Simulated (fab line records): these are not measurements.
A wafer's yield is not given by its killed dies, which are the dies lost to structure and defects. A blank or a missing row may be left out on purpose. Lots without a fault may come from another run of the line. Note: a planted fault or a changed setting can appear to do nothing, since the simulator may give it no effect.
A struck lot beside a sound one + flow n5Finfet + 15 out of 1938 route steps
Sound: wafers L196.3, L196.4, L196.6. Struck: wafer L206.5 (L206.2, L206.6, from the same lot, were not struck and are left out); the cause is given at the end.
Per side, at each step with rows, come the tool, then ch with its chambers, and then its first start. Under that, the readings that differ: sound wafers + struck wafers + difference of the means + sigmas: that difference in standard deviations of wafers without a fault.
alike: words and numbers the same on both sides, and readings whose means are apart by under 2 such deviations; not compared: readings that were withheld, readings missing a value for some wafer, numbers with overlapping values and no deviation given by the record, and bounds like >300 which may hide the same value.
A row with sigmas, a row that says differs or no value, or rows on one side alone: a step with any of these is where the two part. When numbers do not overlap yet have no deviation, they are printed without sigmas and do not part them. A reading that every wafer of one side lacks parts them only if that side has two wafers or more.

first, 8 steps without rows for these wafers: N5_BEOL_M9_COAT_64 (time 60 s, resist thk 12 nm); N5_BEOL_M9_COAT_75 (time 60 s, resist thk 5 nm); N5_BEOL_M9_COAT_22 (resist thk 30 nm); N5_BEOL_M9_EBR_24; N5_BEOL_M9_SOFTBAKE_23 (time 60 s); N5_BEOL_M9_EXPOSE_25 (exposes mask V8); N5_BEOL_M9_PEB_26 (peb time 60 s); N5_BEOL_M9_DEVELOP_27 (develop time 30 s).
N5_BEOL_M9_CD_MEAS_28: the cd target is 70 nm.
  sound on cdSem-03 ch 0, day 10 01:08; struck on cdSem-03 ch 0, day 12 18:27
  alike: cdNm
N5_BEOL_M9_OVL_MEAS_29:
  sound on overlay-02 ch 0, day 10 01:10; struck on overlay-02 ch 0, day 12 18:29
  alike: V8_OVL
N5_BEOL_M9_INSPECT_30: inspects for defects (brightfield).
  sound on defectInspect-01, day 10 01:13; struck on defectInspect-01, day 12 18:32
  alike: rawDefectCount
N5_BEOL_M9_DESCUM_33: chemistry O2, time 7 s.
  sound on rieDiel-05 ch 0,2,3, day 10 01:20; struck on rieDiel-02 ch 3, day 12 18:34
| reading                      | sound             | struck | difference | sigmas |
|------------------------------|-------------------|--------|------------|--------|
| rfVppV (V)                   | 245.8 245.6 245.1 | 242.6  | -2.9       | -2     |
| showerheadPlenumPTorr (Torr) | 2.19 2.16 2.15    | 1.99   | -0.18      | -2     |
  alike: drypumpMotorCurrentA, oesProductAu, throttleValvePct
  not compared: rfHoursCounterH
N5_BEOL_M9_ETCH_76: etches underlayer in N2/H2, target depth 6.5 nm, time 5.2 s.
  sound on rieDiel-05 ch 0,2,3, day 10 01:23; struck on rieDiel-02 ch 3, day 12 18:36
| reading                      | sound          | struck | difference | sigmas |
|------------------------------|----------------|--------|------------|--------|
| etchRfOnTimeS (s)            | 5.01 5.13 5.36 | 3.52   | -1.65      | -14    |
| rfVppV (V)                   | 527 527 526    | 520    | -7         | -2     |
| showerheadPlenumPTorr (Torr) | 2.67 2.63 2.62 | 2.42   | -0.22      | -2     |
  alike: drypumpMotorCurrentA, oesProductAu, throttleValvePct
  not compared: rfHoursCounterH
N5_BEOL_M9_ETCH_65: etches SiARC in CF4, target depth 15.6 nm, time 26 s.
  sound on rieDiel-05 ch 0,2,3, day 10 01:24; struck on rieDiel-02 ch 3, day 12 18:37
| reading                      | sound             | struck | difference | sigmas |
|------------------------------|-------------------|--------|------------|--------|
| rfVppV (V)                   | 184.8 184.4 186.9 | 182.9  | -2.5       | -2     |
| showerheadPlenumPTorr (Torr) | 2.25 2.19 2.20    | 2.03   | -0.18      | -2     |
  alike: drypumpMotorCurrentA, etchRfOnTimeS, oesProductAu, throttleValvePct
  not compared: rfHoursCounterH
N5_PASSIVATION_PROBE_49:
  rows exist in the record for the sound wafers here (prober-02, day 12 11:50), none for the struck ones

## WHERE THEY PART
Last at N5_PASSIVATION_PROBE_49 as far as this record goes, first at N5_BEOL_M9_DESCUM_33.

WHY: what had been put in by the simulator
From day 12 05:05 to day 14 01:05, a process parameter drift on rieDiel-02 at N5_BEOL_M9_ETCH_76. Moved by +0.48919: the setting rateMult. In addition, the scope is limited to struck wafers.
